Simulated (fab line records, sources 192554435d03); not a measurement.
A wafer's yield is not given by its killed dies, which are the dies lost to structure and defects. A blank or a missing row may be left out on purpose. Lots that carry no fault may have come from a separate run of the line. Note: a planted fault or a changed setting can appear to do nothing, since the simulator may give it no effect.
The tool behind it: which one? | flow n5-finfet | 12 lots, 36 wafers sampled, at 4 steps of a route of 1938

== WHAT THE GAUGES SHOWED, per wafer ==
N5_BEOL_M3_OVL_MEAS_29.
lot  | measured     | on         | V2_OVL (nm)
L075 | day 8 09:07  | overlay-02 | -1.0 -0.7 -0.2
L077 | day 8 14:44  | overlay-01 | 0.1 0.3 0.6
L079 | day 8 20:57  | overlay-02 | -0.4 0.3 -0.1
L083 | day 9 22:21  | overlay-01 | -0.7 -0.5 -1.1
L080 | day 10 02:33 | overlay-02 | 0.6 0.3 0.5
L085 | day 10 17:02 | overlay-02 | 0.4 -1.0 -1.0
L087 | day 11 03:14 | overlay-01 | 0.3 0.3 0.4
L089 | day 11 18:40 | overlay-02 | 1.0 0.4 0.8
L090 | day 11 23:40 | overlay-02 | -0.6 -0.6 0.2
L093 | day 12 20:58 | overlay-02 | -0.1 0.3 1.4
L096 | day 13 02:02 | overlay-02 | 0.6 0.8 0.9
L097 | day 13 21:04 | overlay-01 | 0.5 0.1 0.0

== WHAT TOOL EACH LOT RAN ON (gives the tool, then ch and the chambers of the sampled wafers, and finally the start) ==
lot  | N5_BEOL_M3_ILD_DEP_00           | N5_BEOL_M3_PECVD_72             | N5_BEOL_M3_DESCUM_16
L075 | pecvd-02 ch 0,1,2, day 8 04:06  | pecvd-04 ch 1,2, day 8 04:13    | rie-diel-02 ch 0,1,3, day 8 08:05
L077 | pecvd-04 ch 1, day 8 12:59      | pecvd-02 ch 0,1, day 8 13:07    | rie-diel-03 ch 0,1, day 8 13:57
L079 | pecvd-02 ch 0,1, day 8 17:01    | pecvd-02 ch 0,1, day 8 17:07    | rie-diel-03 ch 0,1,2, day 8 20:02
L083 | pecvd-04 ch 0,2, day 9 19:16    | pecvd-02 ch 0,1, day 9 19:22    | rie-diel-02 ch 0,1,2, day 9 21:23
L080 | pecvd-04 ch 0,1,2, day 9 23:02  | pecvd-01 ch 0,2, day 9 23:09    | rie-diel-03 ch 0,1,2, day 10 01:33
L085 | pecvd-01 ch 0,1,2, day 10 12:03 | pecvd-04 ch 0,1, day 10 12:10   | rie-diel-02 ch 0,1,2, day 10 16:16
L087 | pecvd-02 ch 1,2, day 11 01:22   | pecvd-01 ch 0,1, day 11 01:29   | rie-diel-06 ch 0,2, day 11 02:28
L089 | pecvd-04 ch 0,1,2, day 11 15:14 | pecvd-01 ch 0,1, day 11 15:20   | rie-diel-06 ch 0,1,2, day 11 17:43
L090 | pecvd-01 ch 0,2, day 11 21:03   | pecvd-04 ch 0,2, day 11 21:09   | rie-diel-03 ch 0,3, day 11 22:53
L093 | pecvd-01 ch 0,2, day 12 16:08   | pecvd-01 ch 0,1,2, day 12 16:14 | rie-diel-03 ch 0,1, day 12 19:57
L096 | pecvd-04 ch 0,1,2, day 12 23:21 | pecvd-01 ch 0,1, day 12 23:28   | rie-diel-02 ch 0,2,3, day 13 01:15
L097 | pecvd-02 ch 1,2, day 13 15:33   | pecvd-04 ch 0,2, day 13 15:39   | rie-diel-02 ch 0,1, day 13 18:43
- N5_BEOL_M3_ILD_DEP_00: deposits SiOC from DEMS/O2, target thk 79 nm, time 15.3 s.
- N5_BEOL_M3_PECVD_72: deposits SiO2 from TEOS/O2, target thk 16 nm, time 18 s.
- N5_BEOL_M3_DESCUM_16: chemistry O2, time 7 s.

== THE ANSWER, worked out from the rows above alone ==
Rule: what is usual is taken from the lots themselves. Put in order of their means at a reading, lots are off if they are a third of the lots or fewer, leave a main group of 4 or more, and stand apart from it by a gap of 3 or more times the standard deviation of the main group's means; of several such gaps the widest counts. If all means in a main group match to the digits the tables above print for the reading, that group is not used. A lot without any number at a reading at which 4 lots or more have one is off too. Where the step has rows for the other lots, those lots are counted as sound.
No lot is off at any reading shown: from this, nothing can be told.

== WHAT THE SIMULATOR PUT IN ==
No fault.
